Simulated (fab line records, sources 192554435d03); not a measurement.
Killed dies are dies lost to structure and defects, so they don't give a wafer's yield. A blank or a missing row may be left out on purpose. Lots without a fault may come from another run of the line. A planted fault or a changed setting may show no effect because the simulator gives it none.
Split-lot experiment | flow n5_finfet | 7 lots, 21 wafers read, on a route of 1938 steps

THE SPLIT
At N5_BEOL_M0_SAQP_PECVD_03 (deposits SiCN from 3MS/NH3, target thk 12 nm, time 21.1 s), the setting time_s was moved away from the recipe's 21.1 s on 6 of the 21 wafers read, by -7.6% to +12.7%. The other wafers ran this setting at the recipe's value.

The reading is taken at the split's own step.

THE READING
SiCN_of_BEOL_M0_SAQP_PECVD_03.thk_nm (the simulator's own value, which no gauge read), in nm, at N5_BEOL_M0_SAQP_PECVD_03 (deposits SiCN from 3MS/NH3, target thk 12 nm, time 21.1 s). The file gives no usual value for it. The 15 wafers here that ran the recipe average 12.0 nm, standard deviation 0.24 nm.

wafer  | tool, chamber at the split | time_s as run, s | against the recipe | SiCN_of_BEOL_M0_SAQP_PECVD_03.thk_nm, nm | against lot-mates on the recipe
L077.1 | pecvd-04, 2                | 21.1             | recipe             | 12                                       | -
L077.2 | pecvd-04, 1,0              | 21.1             | recipe             | 11.6                                     | -
L077.3 | pecvd-04, 1,0              | 21.1             | recipe             | 11.6                                     | -
L082.2 | pecvd-04, 0                | 21.1             | recipe             | 11.8                                     | -
L082.3 | pecvd-04, 2                | 23.79            | +12.7%             | 13.6                                     | +1.6
L082.6 | pecvd-04, 2                | 21.1             | recipe             | 12.2                                     | -
L084.3 | pecvd-04, 1                | 23.75            | +12.6%             | 13                                       | no lot-mate on the recipe
L084.5 | pecvd-04, 2                | 23.75            | +12.6%             | 13.6                                     | no lot-mate on the recipe
L084.6 | pecvd-04, 1                | 23.75            | +12.6%             | 13.2                                     | no lot-mate on the recipe
L085.1 | pecvd-02, 0                | 21.1             | recipe             | 12                                       | -
L085.5 | pecvd-02, 0                | 21.1             | recipe             | 12.2                                     | -
L085.6 | pecvd-02, 1                | 21.1             | recipe             | 12.4                                     | -
L087.2 | pecvd-03, 2,0              | 21.1             | recipe             | 11.8                                     | -
L087.3 | pecvd-03, 2,0              | 21.1             | recipe             | 11.8                                     | -
L087.6 | pecvd-03, 0                | 21.1             | recipe             | 12                                       | -
L089.2 | pecvd-04, 0                | 21.89            | +3.7%              | 12.4                                     | +0.3
L089.5 | pecvd-04, 2                | 21.1             | recipe             | 12.4                                     | -
L089.6 | pecvd-04, 1                | 21.1             | recipe             | 11.8                                     | -
L093.2 | pecvd-04, 1                | 19.5             | -7.6%              | 10.8                                     | -1.1
L093.3 | pecvd-04, 0                | 21.1             | recipe             | 12                                       | -
L093.6 | pecvd-04, 2                | 21.1             | recipe             | 11.8                                     | -
Where a row lists several chambers, the file gives one row for several wafers and doesn't say which wafer went through which chamber.

THE FIT
A straight line over all 21 wafers: SiCN_of_BEOL_M0_SAQP_PECVD_03.thk_nm changes by +0.116 nm for each +1% of time_s; r = +0.93; the points scatter about the line by 0.26 nm.
The same after taking each lot's own level away (the mean of its wafers on the recipe; 18 wafers): +0.128 nm for each +1%; r = +0.94; scatter 0.18 nm.
On that fit, the largest move of time_s shifts the reading by 1.6 nm.
The lots' own levels span 11.73 to 12.20 nm, that is 1.9 times the standard deviation above.
So the lot-to-lot level changes the slope little: the two slopes agree.
Check: with one of the wafers moved furthest among these (+12.7%) left out of the fit, the line predicts +1.66 nm for it against its lot-mates. It came out at +1.6 nm against them.

OTHER SPLITS ON THESE WAFERS
These wafers also went through other splits before the reading. Each is held against what the fit with the lots' levels taken away leaves over:
other split on the same wafers           | wafers away from the commonest value | r with SiCN_of_BEOL_M0_SAQP_PECVD_03.thk_nm (lot level and that fit taken away)
N5_DUMMY_GATE_COAT_34 spin_rpm           | 6                                    | +0.18
N5_SD_EPI_P_EPI_21 time_s                | 8                                    | -0.05
N5_HKMG_FIN_ETCH_55 time_s               | 10                                   | +0.30
N5_GATE_CUT_ETCH_37 bias_w               | 4                                    | +0.10
N5_MOL_CONTACT_COAG_SPUTTER_130 power_w  | 10                                   | -0.06
N5_MOL_CONTACT_COAG_CVD_140 target_thk_a | 4                                    | -0.02

THE FILE'S OWN FIT
SiCN_of_BEOL_M0_SAQP_PECVD_03.thk_nm changes by +0.128 nm for each +1% of time_s, r = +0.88.
